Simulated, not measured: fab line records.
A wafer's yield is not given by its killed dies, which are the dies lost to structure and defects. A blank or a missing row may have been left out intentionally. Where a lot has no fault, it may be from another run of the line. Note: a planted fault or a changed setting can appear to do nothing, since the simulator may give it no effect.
Comparing a struck lot with a sound one	flow nand_harc	13 out of 1302 route steps
Sound: wafers L607.1, L607.2, L607.4. The struck wafers were L618.1, L618.3, L618.4. At the end, the cause is stated.
Each step with rows lists, per side, the tool, then ch with its chambers, then its first start. Under that, the readings that differ: sound wafers	struck wafers	difference of the means	sigmas: that difference in standard deviations of wafers without a fault.
alike: words and numbers the same on both sides, and readings whose means are apart by under 2 such deviations; not compared: readings that were withheld, readings missing a value for some wafer, numbers with overlapping values and no deviation given by the record, and bounds like >300 which may hide the same value.
A row with sigmas, a row that says differs or no value, or rows on one side alone: a step with any of these is where the two part. Numbers that don't overlap but have no deviation are shown without sigmas and don't part them. A reading that every wafer of one side lacks parts them only if that side has two wafers or more.

NHARC_A_CHANNEL_FILL_D1_STRIP_28: strips in O2, time 20 s.
  sound on rie_diel-13 ch 0,1,2, day 10 21:20; struck on rie_diel-02 ch 0,1,2, day 16 00:11
reading	sound	struck	difference	sigmas
rf_hours_counter_h (h)	3.6 3.5 3.1	6.8 6.8 7.1	+3.5	
  alike: drypump_motor_current_A, oes_product_au, rf_vpp_V, showerhead_plenum_p_Torr, throttle_valve_pct
then, 4 steps without rows for these wafers: NHARC_A_CHANNEL_FILL_D1_PRECLEAN_21 (cleans in dHF, time 30 s); NHARC_A_CHANNEL_FILL_D1_SRD_23; NHARC_A_CHANNEL_FILL_D1_CVD_05 (deposits poly-Si, target thk 5 nm); NHARC_A_CHANNEL_FILL_D1_ANNEAL_22 (time 7200 s).
NHARC_A_CHANNEL_FILL_D1_ALD_25: deposits SiOx, target thk 60 nm, pulse time 10 s, ald cycles 600.
  sound on ald_hk-02 ch 1,2,3, day 11 09:07; struck on ald_hk-03 ch 1,2,3, day 16 11:53
  alike: heater_power_w, precursor_pulse_height_rel
NHARC_A_CHANNEL_FILL_D1_ETCHBACK_08: etches the open film in C4F8, target depth 220 nm, time 110 s.
  sound on rie_diel-13 ch 0,2; struck on rie_diel-03 ch 1,2,3
reading	sound	struck	difference	sigmas
oes_product_au (a.u.)	0.91 0.91 0.91	1.01 0.99 1.00	+0.09	+2
  alike: rf_vpp_V
  not compared: rf_hours_counter_h
NHARC_A_CHANNEL_FILL_D1_STRIP_29: strips in O2, time 20 s.
  sound on rie_diel-13 ch 1,2, day 11 14:55; struck on rie_diel-03 ch 0,1,2
  alike: drypump_motor_current_A, oes_product_au, rf_vpp_V, showerhead_plenum_p_Torr, throttle_valve_pct
  not compared: rf_hours_counter_h
then, 3 steps without rows for these wafers: NHARC_A_CHANNEL_FILL_D1_PRECLEAN_30 (cleans in dHF, time 30 s); NHARC_A_CHANNEL_FILL_D1_SRD_31; NHARC_A_CHANNEL_FILL_D1_CVD_09 (deposits poly-Si, target thk 150 nm, time 3000 s).
NHARC_A_CHANNEL_FILL_D1_CMP_10: polishes, target thk 150 nm.
  sound on cmp-01 ch 0,2,3, day 11 20:23; struck on cmp-04 ch 0,1,3, day 16 23:21
  no value came back on the struck wafers for edge_zone_pressure_frac, motor_current_A (A), time_to_endpoint_s (s); on the sound wafers edge_zone_pressure_frac reads 0.994 1.005 0.996
-- jump in the record: it breaks off in module A_CHANNEL_FILL_D1 and resumes in module END (first step shown: number 1302 of the route), and 13 days separate the struck wafers' starts before and after --
NHARC_END_SORT_01:
  here the record holds rows for the struck wafers (prober-01 ch 0, day 30 04:42) but none for the sound ones

WHERE THEY PART
First at NHARC_A_CHANNEL_FILL_D1_ETCHBACK_08; last, within this record, at NHARC_END_SORT_01.

WHY: what the simulator had put in
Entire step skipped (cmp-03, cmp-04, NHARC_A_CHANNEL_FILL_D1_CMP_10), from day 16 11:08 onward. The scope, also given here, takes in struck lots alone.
